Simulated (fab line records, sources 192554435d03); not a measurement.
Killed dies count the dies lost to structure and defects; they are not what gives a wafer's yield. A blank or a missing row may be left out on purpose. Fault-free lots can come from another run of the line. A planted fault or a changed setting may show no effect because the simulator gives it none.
Split-lot trial ; flow n5_finfet ; on a route of 1938 steps: 7 lots, 21 wafers read

== ABOUT THE SPLIT ==
At N5_SD_EPI_N_ETCH_16 (etches SiO2 in CHF3/O2, target depth 5 nm), the setting target_depth_a was moved away from the recipe's 50 angstrom on 5 of the 21 wafers read, by -8.8% to +10.3%. All remaining wafers had this setting at the recipe value.

The split's own step is where the reading is taken.

== THE READING ==
etch.depth_nm (the simulator's own value, which no gauge read), in nm, at N5_SD_EPI_N_ETCH_16 (etches SiO2 in CHF3/O2, target depth 5 nm). The file does not state a usual value for it. Here, 16 wafers ran the recipe; their average is 5.005 nm with a standard deviation of 0.07 nm.

wafer;tool, chamber at the split;target_depth_a as run, angstrom;against the recipe;etch.depth_nm, nm;against lot-mates on the recipe
L075.1;rie_diel-04, 3;50;recipe;5.078;-
L075.3;rie_diel-04, 0;53.47;+6.9%;5.274;+0.196
L075.5;rie_diel-04, 3;53.47;+6.9%;5.464;+0.386
L082.1;rie_diel-02, 1;50;recipe;4.996;-
L082.2;rie_diel-02, 2;50;recipe;4.995;-
L082.6;rie_diel-02, 2;50;recipe;4.975;-
L083.1;rie_diel-04, 0;50;recipe;5.091;-
L083.3;rie_diel-04, 2;46.62;-6.8%;4.615;-0.402
L083.4;rie_diel-04, 1;50;recipe;4.942;-
L087.1;rie_diel-03, 0;50;recipe;4.813;-
L087.2;rie_diel-03, 2;45.62;-8.8%;4.533;-0.373
L087.4;rie_diel-03, 2;50;recipe;5;-
L093.3;rie_diel-04, 0;50;recipe;5.086;-
L093.5;rie_diel-04, 0;50;recipe;5.125;-
L093.6;rie_diel-04, 1;50;recipe;5.004;-
L095.2;rie_diel-04, 2;50;recipe;4.989;-
L095.4;rie_diel-04, 1;50;recipe;5.022;-
L095.6;rie_diel-04, 2;50;recipe;4.986;-
L096.1;rie_diel-03, 0;55.15;+10.3%;5.682;+0.696
L096.3;rie_diel-03, 3;50;recipe;4.962;-
L096.6;rie_diel-03, 3;50;recipe;5.01;-

THE FIT
A straight line over all 21 wafers: etch.depth_nm changes by +0.0578 nm for each +1% of target_depth_a; r = +0.95; the points scatter about the line by 0.075 nm.
The same after taking each lot's own level away (the mean of its wafers on the recipe; 21 wafers): +0.0529 nm for each +1%; r = +0.95; scatter 0.073 nm.
On that fit, the largest move of target_depth_a shifts the reading by 0.54 nm.
The lots' own levels span 4.9065 to 5.0780 nm, that is 2.4 times the standard deviation above.
The two slopes agree, so the slope changes little with the lot-to-lot level.
Check: with one of the wafers moved furthest among these (+10.3%) left out of the fit, the line predicts +0.466 nm for it against its lot-mates. Against them it came out at +0.696 nm.

== ADDITIONAL SPLITS CARRIED BY THESE WAFERS ==
Before the reading, these wafers also passed through other splits. Each is held against what the fit with the lots' levels taken away leaves over:
other split on the same wafers;wafers away from the commonest value;r with etch.depth_nm (lot level and that fit taken away)
N5_WELL_APT_COAT_02 spin_rpm;8;+0.24
N5_DUMMY_GATE_HM_DEP_06 time_s;9;+0.02
N5_DUMMY_GATE_EXPOSE_12 dose_mj;6;+0.17

== FILE'S OWN FIT ==
etch.depth_nm changes by +0.0548 nm for each +1% of target_depth_a, r = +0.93.
